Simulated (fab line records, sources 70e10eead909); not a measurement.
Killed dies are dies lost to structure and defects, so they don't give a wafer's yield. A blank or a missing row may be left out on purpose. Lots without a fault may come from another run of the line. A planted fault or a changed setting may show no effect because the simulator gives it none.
A struck lot beside a sound one | flow nand_harc | 13 steps out of a route of 1302
Sound: wafers L615.3, L615.4, L615.5. Struck: wafers L620.1, L620.2, L620.6. The cause comes at the end.
At each step with rows: each side's tool, then ch and its chambers, then its first start. Under that, the readings that differ: sound wafers | struck wafers | difference of the means | sigmas: that difference in standard deviations of wafers without a fault.
alike: readings whose means differ by less than 2 such deviations, and words and numbers that are the same on both sides. not compared: withheld readings, readings that some wafer has no value for, bounds like >300 that may hide the same value, and numbers for which the record gives no deviation and whose values overlap.
The two part at a step that has a row with sigmas, a row that says differs or no value, or rows on one side only. Numbers that don't overlap but have no deviation are shown without sigmas and don't part them. A reading that every wafer of one side lacks parts them only if that side has two wafers or more.

NHARC_P_CONTACT_DEP_30: deposits SiNx, target thk 30 nm.
  sound on pecvd-03 ch 0,2, day 8 02:18; struck on pecvd-02 ch 0,1,2, day 10 08:22
  alike: heater_power_w
  not compared: since_wet_clean_h
NHARC_P_CONTACT_DEP_00: deposits SiO2, target thk 500 nm.
  sound on pecvd-03 ch 0,2; struck on pecvd-02 ch 0,1,2
  alike: heater_power_w, throttle_valve_pct
  not compared: since_wet_clean_h
NHARC_P_CONTACT_CMP_01: polishes SiO2, target thk 200 nm.
  sound on cmp-01 ch 0,2,3, day 8 02:56; struck on cmp-04 ch 0,1,3, day 10 09:05
  alike: motor_current_A
then, 8 steps without rows for these wafers: NHARC_P_CONTACT_SRD_03; NHARC_P_CONTACT_DEHYDRATE_04 (time 120 s); NHARC_P_CONTACT_HMDS_05 (time 30 s); NHARC_P_CONTACT_COAT_33 (time 75 s); NHARC_P_CONTACT_COAT_34 (time 65 s); NHARC_P_CONTACT_COAT_06 (resist thk 90 nm); NHARC_P_CONTACT_SOFTBAKE_07 (time 55 s); NHARC_P_CONTACT_EBR_08.
NHARC_P_CONTACT_EXPOSE_09: exposes mask P CA, target cd 90 nm.
  sound on arfi_scanner-02 ch 0, day 8 03:31; struck on arfi_scanner-03, day 10 09:38
  no value came back on the struck wafers for exposure_dose_mJ_cm2, focus_offset_nm (nm); on the sound wafers exposure_dose_mJ_cm2 reads 82.7 82.7 82.8
  alike: mask
then, 1 step without rows for these wafers: NHARC_P_CONTACT_PEB_10 (peb time 65 s).

WHERE THEY PART
Only at NHARC_P_CONTACT_EXPOSE_09, within this record.

WHY: what the simulator had put in
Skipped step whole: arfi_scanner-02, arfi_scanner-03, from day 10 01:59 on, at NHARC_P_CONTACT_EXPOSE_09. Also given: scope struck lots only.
